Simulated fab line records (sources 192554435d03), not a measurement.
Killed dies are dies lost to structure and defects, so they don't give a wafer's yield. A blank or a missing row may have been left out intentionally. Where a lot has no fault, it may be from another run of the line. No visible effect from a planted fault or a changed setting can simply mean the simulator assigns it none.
Which tool did it? / flow n5-finfet / Sampling: 12 lots, 34 wafers, 4 of 1938 route steps

== WHAT THE GAUGES READ, wafer by wafer ==
N5_BEOL_M7_RS_MEAS_57: measurement is done with a four-point probe.
lot=L783; measured=day 9 06:26; on=film-metro-01; M7_RS (ohm/sq)=0.282 0.280
lot=L784; measured=day 9 11:01; on=film-metro-02; M7_RS (ohm/sq)=0.281 0.305 0.304
lot=L785; measured=day 9 15:54; on=film-metro-02; M7_RS (ohm/sq)=0.295 0.289 0.303
lot=L786; measured=day 9 21:56; on=film-metro-01; M7_RS (ohm/sq)=0.284 0.282 0.311
lot=L790; measured=day 10 19:39; on=film-metro-01; M7_RS (ohm/sq)=0.286 0.306 0.280
lot=L791; measured=day 11 06:41; on=film-metro-01; M7_RS (ohm/sq)=0.286 0.306 0.285
lot=L792; measured=day 11 13:17; on=film-metro-01; M7_RS (ohm/sq)=0.274 0.275 0.286
lot=L793; measured=day 11 14:42; on=film-metro-01; M7_RS (ohm/sq)=0.283 0.282 0.284
lot=L801; measured=day 14 00:46; on=film-metro-01; M7_RS (ohm/sq)=0.297 0.282
lot=L803; measured=day 14 02:49; on=film-metro-02; M7_RS (ohm/sq)=0.304 0.288 0.291
lot=L804; measured=day 14 13:08; on=film-metro-02; M7_RS (ohm/sq)=0.292 0.283 0.285
lot=L806; measured=day 15 13:47; on=film-metro-01; M7_RS (ohm/sq)=0.294 0.280 0.295

N5_BEOL_M8_OVL_MEAS_12.
lot=L783; measured=day 9 09:05; on=overlay-01; M8_OVL (nm)=-0.4 -1.4
lot=L784; measured=day 9 12:46; on=overlay-02; M8_OVL (nm)=-0.2 -0.4 -0.3
lot=L785; measured=day 9 19:51; on=overlay-02; M8_OVL (nm)=-0.7 -0.5 0.4
lot=L786; measured=day 9 23:46; on=overlay-01; M8_OVL (nm)=-0.7 -1.2 -1.4
lot=L790; measured=day 10 22:44; on=overlay-01; M8_OVL (nm)=18.8 20.0 19.9
lot=L791; measured=day 11 08:35; on=overlay-02; M8_OVL (nm)=19.3 18.2 17.6
lot=L792; measured=day 11 16:19; on=overlay-02; M8_OVL (nm)=-1.4 -0.6 -1.0
lot=L793; measured=day 11 16:29; on=overlay-02; M8_OVL (nm)=-1.0 -0.7 0.0
lot=L801; measured=day 14 02:30; on=overlay-02; M8_OVL (nm)=1.0 1.6
lot=L803; measured=day 14 05:28; on=overlay-01; M8_OVL (nm)=-0.5 -1.2 -1.4
lot=L804; measured=day 14 17:48; on=overlay-02; M8_OVL (nm)=-0.4 0.3 -0.8
lot=L806; measured=day 15 15:58; on=overlay-01; M8_OVL (nm)=-1.2 -0.7 -0.8

== WHICH TOOL RAN EACH LOT (tool, then ch and the chambers of the sampled wafers, then the start) ==
lot=L783; N5_BEOL_M8_HM_DEP_02=pvd-sputter-01, day 9 08:41; N5_BEOL_M8_EXPOSE_08=arfi-scanner-03 ch 0, day 9 08:56
lot=L784; N5_BEOL_M8_HM_DEP_02=pvd-sputter-03, day 9 12:22; N5_BEOL_M8_EXPOSE_08=arfi-scanner-03 ch 0, day 9 12:38
lot=L785; N5_BEOL_M8_HM_DEP_02=pvd-sputter-01, day 9 19:19; N5_BEOL_M8_EXPOSE_08=arfi-scanner-01 ch 0, day 9 19:42
lot=L786; N5_BEOL_M8_HM_DEP_02=pvd-sputter-02, day 9 23:22; N5_BEOL_M8_EXPOSE_08=arfi-scanner-01 ch 0, day 9 23:37
lot=L790; N5_BEOL_M8_HM_DEP_02=pvd-sputter-01, day 10 22:12; N5_BEOL_M8_EXPOSE_08=arfi-scanner-01 ch 0, day 10 22:35
lot=L791; N5_BEOL_M8_HM_DEP_02=pvd-sputter-02, day 11 08:11; N5_BEOL_M8_EXPOSE_08=arfi-scanner-01 ch 0, day 11 08:26
lot=L792; N5_BEOL_M8_HM_DEP_02=pvd-sputter-01, day 11 15:47; N5_BEOL_M8_EXPOSE_08=arfi-scanner-02 ch 0, day 11 16:10
lot=L793; N5_BEOL_M8_HM_DEP_02=pvd-sputter-01, day 11 16:05; N5_BEOL_M8_EXPOSE_08=arfi-scanner-02 ch 0, day 11 16:20
lot=L801; N5_BEOL_M8_HM_DEP_02=pvd-sputter-03, day 14 01:58; N5_BEOL_M8_EXPOSE_08=arfi-scanner-02 ch 0, day 14 02:20
lot=L803; N5_BEOL_M8_HM_DEP_02=pvd-sputter-01, day 14 04:56; N5_BEOL_M8_EXPOSE_08=arfi-scanner-03 ch 0, day 14 05:18
lot=L804; N5_BEOL_M8_HM_DEP_02=pvd-sputter-02, day 14 17:23; N5_BEOL_M8_EXPOSE_08=arfi-scanner-03 ch 0, day 14 17:38
lot=L806; N5_BEOL_M8_HM_DEP_02=pvd-sputter-01, day 15 15:26; N5_BEOL_M8_EXPOSE_08=arfi-scanner-03 ch 0, day 15 15:49
- N5_BEOL_M8_HM_DEP_02: deposits TiN, target thk 20 nm.
- N5_BEOL_M8_EXPOSE_08: exposes mask M8.

== AS READ BY THE TOOLS THEMSELVES (means over the sampled wafers that have a number; for cases with no such wafer, the mark the record gives instead) ==
N5_BEOL_M8_HM_DEP_02.
lot=L783; tool=pvd-sputter-01; throttle-valve-pct (%)=29.8
lot=L784; tool=pvd-sputter-03; throttle-valve-pct (%)=30.7
lot=L785; tool=pvd-sputter-01; throttle-valve-pct (%)=30.4
lot=L786; tool=pvd-sputter-02; throttle-valve-pct (%)=30.6
lot=L790; tool=pvd-sputter-01; throttle-valve-pct (%)=30.0
lot=L791; tool=pvd-sputter-02; throttle-valve-pct (%)=30.7
lot=L792; tool=pvd-sputter-01; throttle-valve-pct (%)=30.7
lot=L793; tool=pvd-sputter-01; throttle-valve-pct (%)=31.0
lot=L801; tool=pvd-sputter-03; throttle-valve-pct (%)=30.1
lot=L803; tool=pvd-sputter-01; throttle-valve-pct (%)=30.5
lot=L804; tool=pvd-sputter-02; throttle-valve-pct (%)=28.3
lot=L806; tool=pvd-sputter-01; throttle-valve-pct (%)=30.5

== THE ANSWER, worked out from the rows above alone ==
Rule: what is usual is taken from the lots themselves. Put in order of their means at a reading, lots are off if they are a third of the lots or fewer, leave a main group of 4 or more, and stand apart from it by a gap of 3 or more times the standard deviation of the main group's means; of several such gaps the widest counts. Not used: any main group whose means are identical at the precision the tables above print for the reading. Also off: a lot with no number at a reading for which 4 or more lots have one. All remaining lots with rows at the step are treated as sound. First the gauges in route order, then the tools' own readings, where a lot's mean is used as printed above. The first step at which some lot is off is used, and at that step the reading that is off furthest; a lot without a number counts as furthest.
Off: L790, L791, seen at N5_BEOL_M8_OVL_MEAS_12 (M8_OVL). Main group: mean -0.5 nm, sd 0.68.
If a tool, at a process step before that reading, ran all the lots that are off and no sound lot after the first of them, it fits. The gauges at N5_BEOL_M8_OVL_MEAS_12 are tried like those tools. One fits: arfi-scanner-01 at N5_BEOL_M8_EXPOSE_08. Its last sound lot is L786 (day 9 23:37), its first lot that is off L790 (day 10 22:35): a fault that began between those two fits.

== WHAT WAS PUT IN BY THE SIMULATOR ==
Scanner matching overlay: arfi-scanner-01, from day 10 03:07 on, at N5_BEOL_M8_EXPOSE_08. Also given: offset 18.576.
Lots struck among those shown: L790, L791. The same result came from the rule above.
